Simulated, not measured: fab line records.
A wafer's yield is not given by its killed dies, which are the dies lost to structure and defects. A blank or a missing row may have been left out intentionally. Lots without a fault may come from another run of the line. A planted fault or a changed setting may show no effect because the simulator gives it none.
Chamber matching    flow nand_harc    3 sister chambers for NHARC_A_CONTACT_DEP_58 on pecvd-04
The step deposits SiON, target thk 90 nm. 3 wafers are shown with their chamber, then 8 later ones without.

## EACH WAFER AND ITS CHAMBER
wafer   chamber  heater_power_w (W)
L085.5  1        687
L089.5  0        680
L093.2  2        720

## WAFERS WHOSE CHAMBER IS MISSING
wafer   heater_power_w (W)
L093.5  721
L093.6  659
L096.1  781
L096.4  753
L096.6  707
L097.2  673
L097.3  759
L097.4  750

## THE CHAMBER EACH PASSED THROUGH
wafer   from the rows above           in truth
L093.5  can't be placed: 2 or 1 or 0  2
L093.6  can't be placed: 0 or 1 or 2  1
L096.1  can't be placed: 2 or 1 or 0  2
L096.4  can't be placed: 2 or 1 or 0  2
L096.6  can't be placed: 2 or 1 or 0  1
L097.2  can't be placed: 0 or 1 or 2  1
L097.3  can't be placed: 2 or 1 or 0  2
L097.4  can't be placed: 2 or 1 or 0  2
Placed correctly: 0 of 8. Can't be placed from these rows: 8 (the true chamber is among the candidates in 8). Wrongly placed: 0.
How it was worked out, from the rows above alone: a wafer's distance from a chamber is the root of the sum, over the readings, of the square of ((its reading less the chamber's mean) divided by the reading's scatter). If the next closest chamber is less than 2 further off than the closest, the wafer can't be placed; otherwise it belongs to the closest. A chamber's mean is the mean of its shown wafers. The scatter: root of mean squared gap, hidden wafer to nearest shown wafer, with one shown wafer a chamber.
